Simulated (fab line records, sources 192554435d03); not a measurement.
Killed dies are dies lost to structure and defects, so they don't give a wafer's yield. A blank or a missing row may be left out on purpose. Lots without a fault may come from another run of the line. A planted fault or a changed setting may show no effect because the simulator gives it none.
Chamber matching | flow n5_finfet | N5_BEOL_M0_SAQP_ETCH_73 on rie_diel-02: 4 sister chambers
The step etches SiARC in CF4, target depth 19.5 nm, time 32.5 s. 20 wafers are shown with their chamber, then 10 later ones without.

WAFERS WITH THEIR CHAMBER
wafer  | chamber | showerhead_plenum_p_Torr (Torr) | throttle_valve_pct (%) | oes_product_au (a.u.)
L075.1 | 2       | 2.13                            | 15.59                  | 0.60
L075.4 | 0       | 2.22                            | 15.99                  | 0.65
L075.6 | 0       | 2.22                            | 15.98                  | 0.65
L076.2 | 2       | 2.13                            | 15.59                  | 0.59
L076.3 | 0       | 2.22                            | 15.99                  | 0.64
L076.6 | 2       | 2.13                            | 15.59                  | 0.59
L081.1 | 1       | 2.20                            | 15.35                  | 0.84
L081.4 | 3       | 2.26                            | 15.37                  | 0.80
L081.6 | 0       | 2.22                            | 16.00                  | 0.64
L082.1 | 0       | 2.22                            | 16.01                  | 0.64
L082.3 | 1       | 2.20                            | 15.36                  | 0.82
L082.6 | 3       | 2.26                            | 15.38                  | 0.79
L083.1 | 1       | 2.20                            | 15.36                  | 0.82
L083.2 | 0       | 2.22                            | 15.99                  | 0.64
L083.3 | 3       | 2.26                            | 15.37                  | 0.79
L087.1 | 0       | 2.22                            | 16.02                  | 0.63
L087.4 | 2       | 2.12                            | 15.59                  | 0.59
L087.5 | 3       | 2.26                            | 15.38                  | 0.78
L088.3 | 2       | 2.12                            | 15.60                  | 0.57
L088.5 | 3       | 2.26                            | 15.41                  | 0.77

SIGNATURES (means of the wafers above)
reading                  | chamber 0 | chamber 1 | chamber 2 | chamber 3 | scatter within a chamber
showerhead_plenum_p_Torr | 2.2200    | 2.2000    | 2.1260    | 2.2600    | 0.00274
throttle_valve_pct       | 15.9971   | 15.3567   | 15.5920   | 15.3820   | 0.0122
oes_product_au           | 0.6414    | 0.8267    | 0.5880    | 0.7860    | 0.00985
Rule: a wafer's distance from a chamber is the root of the sum, over the readings, of the square of ((its reading less the chamber's mean) divided by the reading's scatter). The wafer belongs to the nearest chamber; if the next one is less than 2 further off, it can't be placed. The scatter: the root of (the sum of the squares of (reading less its chamber's mean) over the shown wafers, divided by (wafers less chambers)).

WAFERS WITHOUT THEIR CHAMBER
wafer  | showerhead_plenum_p_Torr (Torr) | throttle_valve_pct (%) | oes_product_au (a.u.)
L088.6 | 2.22                            | 16.03                  | 0.63
L090.1 | 2.21                            | 16.04                  | 0.62
L090.3 | 2.25                            | 15.42                  | 0.77
L090.6 | 2.25                            | 15.40                  | 0.76
L093.1 | 2.20                            | 15.37                  | 0.77
L093.3 | 2.12                            | 15.64                  | 0.57
L093.5 | 2.21                            | 16.06                  | 0.63
L097.1 | 2.21                            | 16.05                  | 0.61
L097.3 | 2.20                            | 15.39                  | 0.77
L097.4 | 2.12                            | 15.66                  | 0.57

WHICH CHAMBER EACH WENT THROUGH
wafer  | from the rows above | in truth
L088.6 | 0                   | 0
L090.1 | 0                   | 0
L090.3 | 3                   | 3
L090.6 | 3                   | 3
L093.1 | 1                   | 1
L093.3 | 2                   | 2
L093.5 | 0                   | 0
L097.1 | 0                   | 0
L097.3 | 1                   | 1
L097.4 | 2                   | 2
Placed correctly: 10 of 10. Can't be placed from these rows: 0. Placed wrongly: 0.
